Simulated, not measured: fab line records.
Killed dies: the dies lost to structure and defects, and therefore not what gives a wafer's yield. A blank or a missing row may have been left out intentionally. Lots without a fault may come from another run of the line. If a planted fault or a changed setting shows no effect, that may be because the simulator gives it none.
Chamber matching	flow n5_finfet	rie_diel-04 running N5_FIN_SAQP_ETCH_34: 4 sister chambers
The step etches SiO2 in C4F6/O2, target depth 45 nm, time 15 s. 4 wafers are shown with their chamber, then 7 later ones without.

## EACH WAFER AND ITS CHAMBER
wafer	chamber	drypump_motor_current_A (A)
L083.3	3	6.2
L083.5	2	5.5
L087.1	0	6.2
L087.4	1	5.4

## WAFERS WITHOUT THEIR CHAMBER
wafer	drypump_motor_current_A (A)
L087.5	5.4
L094.1	6.2
L094.2	6.2
L094.4	5.5
L095.1	5.5
L095.4	6.2
L095.5	6.1

## EACH ONE'S CHAMBER
wafer	from the rows above	in truth
L087.5	1	1
L094.1	can't be placed: 0 or 3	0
L094.2	can't be placed: 0 or 3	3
L094.4	2	2
L095.1	2	2
L095.4	can't be placed: 0 or 3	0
L095.5	can't be placed: 0 or 3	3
Correct placement for 3 of the 7. Can't be placed from these rows: 4 (the true chamber is among the candidates in 4). Placed wrongly: 0.
How it was worked out, from the rows above alone: a wafer's distance from a chamber is the root of the sum, over the readings, of the square of ((its reading less the chamber's mean) divided by the reading's scatter). The wafer belongs to the nearest chamber; if the next one is less than 2 further off, it can't be placed. Each chamber's mean is taken over the wafers shown for it. The scatter: with one shown wafer a chamber, the root of the mean of the squares of how far each hidden wafer lies from its nearest shown one.
